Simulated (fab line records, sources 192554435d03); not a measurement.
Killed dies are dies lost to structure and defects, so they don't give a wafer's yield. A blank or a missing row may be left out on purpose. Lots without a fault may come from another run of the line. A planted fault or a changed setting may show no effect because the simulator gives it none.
Split-lot experiment | flow n5_finfet | 7 lots, 21 wafers read, on a route of 1938 steps

THE SPLIT
At N5_BEOL_M1_EXPOSE_25 (exposes mask V0, defocus 5 nm, target cd 24 nm), the setting dose_mj was moved away from the recipe's 63 on 10 of the 21 wafers read, by -7.4% to +7.3%. The other wafers ran this setting at the recipe's value.

FROM THE SPLIT TO THE READING: what the file shows between them, 2 steps
- N5_BEOL_M1_PEB_26: peb time 60 s
- N5_BEOL_M1_DEVELOP_27: develop time 30 s

THE READING
cd_nm, in nm, at N5_BEOL_M1_CD_MEAS_28 (target cd y 23.3 nm). Fault-free wafers of this fab line usually give 24.02 nm, standard deviation 0.27 nm.

wafer  | tool, chamber at the split | dose_mj as run | against the recipe | cd_nm, nm | against lot-mates on the recipe
L074.2 | euv_scanner-01, 0          | 63             | recipe             | 23.72     | -
L074.4 | euv_scanner-01, 0          | 63             | recipe             | 23.87     | -
L074.6 | euv_scanner-01, 0          | 63             | recipe             | 24.13     | -
L075.2 | euv_scanner-01, 0          | 67.57          | +7.3%              | 25.62     | +1.26
L075.5 | euv_scanner-01, 0          | 67.57          | +7.3%              | 25.34     | +0.98
L075.6 | euv_scanner-01, 0          | 63             | recipe             | 24.36     | -
L080.1 | euv_scanner-02, 0          | 65.36          | +3.7%              | 24.84     | no lot-mate on the recipe
L080.4 | euv_scanner-02, 0          | 65.36          | +3.7%              | 24.31     | no lot-mate on the recipe
L080.5 | euv_scanner-02, 0          | 65.36          | +3.7%              | 24.24     | no lot-mate on the recipe
L086.2 | euv_scanner-01, 0          | 63             | recipe             | 23.83     | -
L086.4 | euv_scanner-01, 0          | 58.34          | -7.4%              | 22.55     | -1.28
L086.5 | euv_scanner-01, 0          | 58.34          | -7.4%              | 21.97     | -1.86
L087.1 | euv_scanner-02, 0          | 66.42          | +5.4%              | 25.43     | +1.19
L087.2 | euv_scanner-02, 0          | 63             | recipe             | 24.24     | -
L087.6 | euv_scanner-02, 0          | 66.42          | +5.4%              | 25.40     | +1.16
L095.1 | euv_scanner-02, 0          | 63             | recipe             | 24.36     | -
L095.2 | euv_scanner-02, 0          | 63             | recipe             | 23.90     | -
L095.4 | euv_scanner-02, 0          | 63             | recipe             | 24.40     | -
L096.1 | euv_scanner-02, 0          | 60.75          | -3.6%              | 23.81     | -0.46
L096.2 | euv_scanner-02, 0          | 63             | recipe             | 24.30     | -
L096.4 | euv_scanner-02, 0          | 63             | recipe             | 24.24     | -

THE FIT
A straight line over all 21 wafers: cd_nm changes by +0.205 nm for each +1% of dose_mj; r = +0.93; the points scatter about the line by 0.32 nm.
The same after taking each lot's own level away (the mean of its wafers on the recipe; 18 wafers): +0.189 nm for each +1%; r = +0.97; scatter 0.21 nm.
On that fit, the largest move of dose_mj shifts the reading by 1.4 nm.
The lots' own levels span 23.830 to 24.360 nm, that is 2.0 times the standard deviation above.
So the lot-to-lot level changes the slope little: the two slopes agree.
Check: with one of the wafers moved furthest among these (-7.4%) left out of the fit, the line predicts -1.46 nm for it against its lot-mates. It came out at -1.28 nm against them.

THE WHOLE CHAIN: every reading that the file lists as answering this split, in the file's order
step                   | what it does                                                       | reading                                                        | change (the file's fit)               | r (the file's)
N5_BEOL_M1_CD_MEAS_28  | target cd y 23.3 nm                                                | cd_nm                                                          | +0.186 nm for each +1% of the setting | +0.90
N5_BEOL_M1_VIA_ETCH_34 | etches the open film in C4F6/O2, target depth 67.8 nm, time 64.4 s | BEOL_M1.cd_nm (the simulator's own value, which no gauge read) | +0.217 nm for each +1% of the setting | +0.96

THE FILE'S OWN FIT
cd_nm changes by +0.186 nm for each +1% of dose_mj, r = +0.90.
